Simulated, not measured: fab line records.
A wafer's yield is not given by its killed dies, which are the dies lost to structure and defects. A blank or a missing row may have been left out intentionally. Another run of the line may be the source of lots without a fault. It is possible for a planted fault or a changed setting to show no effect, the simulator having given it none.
Split-lot trial + flow n5_finfet + 21 wafers read from 7 lots, route of 1938 steps

## ABOUT THE SPLIT
At N5_GATE_CUT_EXPOSE_10 (exposes mask GATE CUT, target cd 20 nm), the setting dose_mj was moved away from the recipe's 43.25 on 9 of the 21 wafers read, by -7.4% to +4.2%. For the rest of the wafers, this setting stayed at what the recipe calls for.

## FROM THE SPLIT TO THE READING: what the file shows between them, 2 steps
- N5_GATE_CUT_PEB_11: peb time 60 s
- N5_GATE_CUT_DEVELOP_12: develop time 30 s

## THE READING
Shown in nm: cd_nm at N5_GATE_CUT_CD_MEAS_13, with target cd 20 nm. A value of 20.04 nm with a standard deviation of 0.23 nm is what fault-free wafers of this fab line usually give.

| wafer  | tool, chamber at the split | dose_mj as run | against the recipe | cd_nm, nm | against lot-mates on the recipe |
|--------|----------------------------|----------------|--------------------|-----------|---------------------------------|
| L076.1 | euv_scanner-02, 0          | 44.81          | +3.6%              | 20.79     | no lot-mate on the recipe       |
| L076.2 | euv_scanner-02, 0          | 44.81          | +3.6%              | 20.37     | no lot-mate on the recipe       |
| L076.5 | euv_scanner-02, 0          | 44.81          | +3.6%              | 20.89     | no lot-mate on the recipe       |
| L080.1 | euv_scanner-02, 0          | 43.25          | recipe             | 20.12     | -                               |
| L080.3 | euv_scanner-02, 0          | 43.25          | recipe             | 20.14     | -                               |
| L080.6 | euv_scanner-02, 0          | 43.25          | recipe             | 20.35     | -                               |
| L089.3 | euv_scanner-02, 0          | 43.25          | recipe             | 19.73     | -                               |
| L089.4 | euv_scanner-02, 0          | 42.38          | -2.0%              | 19.51     | -0.47                           |
| L089.5 | euv_scanner-02, 0          | 43.25          | recipe             | 20.24     | -                               |
| L091.2 | euv_scanner-01, 0          | 44.47          | +2.8%              | 20.95     | +0.68                           |
| L091.4 | euv_scanner-01, 0          | 44.47          | +2.8%              | 20.60     | +0.33                           |
| L091.6 | euv_scanner-01, 0          | 43.25          | recipe             | 20.27     | -                               |
| L094.1 | euv_scanner-02, 0          | 40.03          | -7.4%              | 18.19     | -1.57                           |
| L094.2 | euv_scanner-02, 0          | 43.25          | recipe             | 19.76     | -                               |
| L094.5 | euv_scanner-02, 0          | 40.03          | -7.4%              | 18.11     | -1.65                           |
| L095.2 | euv_scanner-02, 0          | 43.25          | recipe             | 20.07     | -                               |
| L095.3 | euv_scanner-02, 0          | 43.25          | recipe             | 19.94     | -                               |
| L095.6 | euv_scanner-02, 0          | 43.25          | recipe             | 19.93     | -                               |
| L096.2 | euv_scanner-01, 0          | 43.25          | recipe             | 19.74     | -                               |
| L096.4 | euv_scanner-01, 0          | 43.25          | recipe             | 19.80     | -                               |
| L096.6 | euv_scanner-01, 0          | 45.06          | +4.2%              | 20.58     | +0.81                           |

THE FIT
A straight line over all 21 wafers: cd_nm changes by +0.229 nm for each +1% of dose_mj; r = +0.95; the points scatter about the line by 0.23 nm.
The same after taking each lot's own level away (the mean of its wafers on the recipe; 18 wafers): +0.209 nm for each +1%; r = +0.98; scatter 0.13 nm.
That fit puts the effect of the largest move of dose_mj on the reading at 1.6 nm.
Measured against the standard deviation above, the lots' own levels, which go from 19.760 to 20.270 nm, span 2.2 times it.
Hence the lot-to-lot level has little effect on the slope; both slopes agree.
Check: -1.58 nm against its lot-mates is what the line predicts for one of the wafers moved furthest among these (-7.4%) when that wafer is left out of the fit. Against them it came out at -1.57 nm.

## FURTHER SPLITS ON THESE WAFERS
These wafers also went through other splits before the reading. Each is held against what the fit with the lots' levels taken away leaves over:
| other split on the same wafers | wafers away from the commonest value | r with cd_nm (lot level and that fit taken away) |
|--------------------------------|--------------------------------------|--------------------------------------------------|
| N5_SD_EPI_P_COAT_34 spin_rpm   | 8                                    | -0.03                                            |
| N5_SDB_ETCH_17 bias_w          | 4                                    | +0.14                                            |
| N5_SDB_CUT_ETCH_26 icp_w       | 7                                    | +0.03                                            |
| N5_GATE_CUT_ETCH_56 icp_w      | 7                                    | -0.14                                            |

## THE WHOLE CHAIN: every reading that the file lists as answering this split, in the file's order
| step                   | what it does                                                     | reading                                                         | change (the file's fit)               | r (the file's) |
|------------------------|------------------------------------------------------------------|-----------------------------------------------------------------|---------------------------------------|----------------|
| N5_GATE_CUT_CD_MEAS_13 | target cd 20 nm                                                  | cd_nm                                                           | +0.21 nm for each +1% of the setting  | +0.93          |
| N5_GATE_CUT_DESCUM_18  | chemistry O2, time 7 s                                           | GATE_CUT.cd_nm (the simulator's own value, which no gauge read) | +0.234 nm for each +1% of the setting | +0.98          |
| N5_GATE_CUT_ETCH_28    | etches underlayer in N2/H2, target depth 13 nm, time 10.4 s      | GATE_CUT.cd_nm (the simulator's own value, which no gauge read) | +0.253 nm for each +1% of the setting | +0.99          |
| N5_GATE_CUT_ETCH_36    | etches SiARC in CF4, target depth 13 nm, time 21.7 s             | GATE_CUT.cd_nm (the simulator's own value, which no gauge read) | +0.245 nm for each +1% of the setting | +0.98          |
| N5_GATE_CUT_HM_OPEN_40 | chemistry C4F6/O2, target SiO2, target depth 139 nm, time 85.1 s | GATE_CUT.cd_nm (the simulator's own value, which no gauge read) | +0.216 nm for each +1% of the setting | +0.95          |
| N5_GATE_CUT_ETCH_47    | etches SiO2 in Cl2/BCl3, target depth 10 nm                      | GATE_CUT.cd_nm (the simulator's own value, which no gauge read) | +0.288 nm for each +1% of the setting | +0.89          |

## THE FILE'S OWN FIT
cd_nm changes by +0.21 nm for each +1% of dose_mj, r = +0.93.
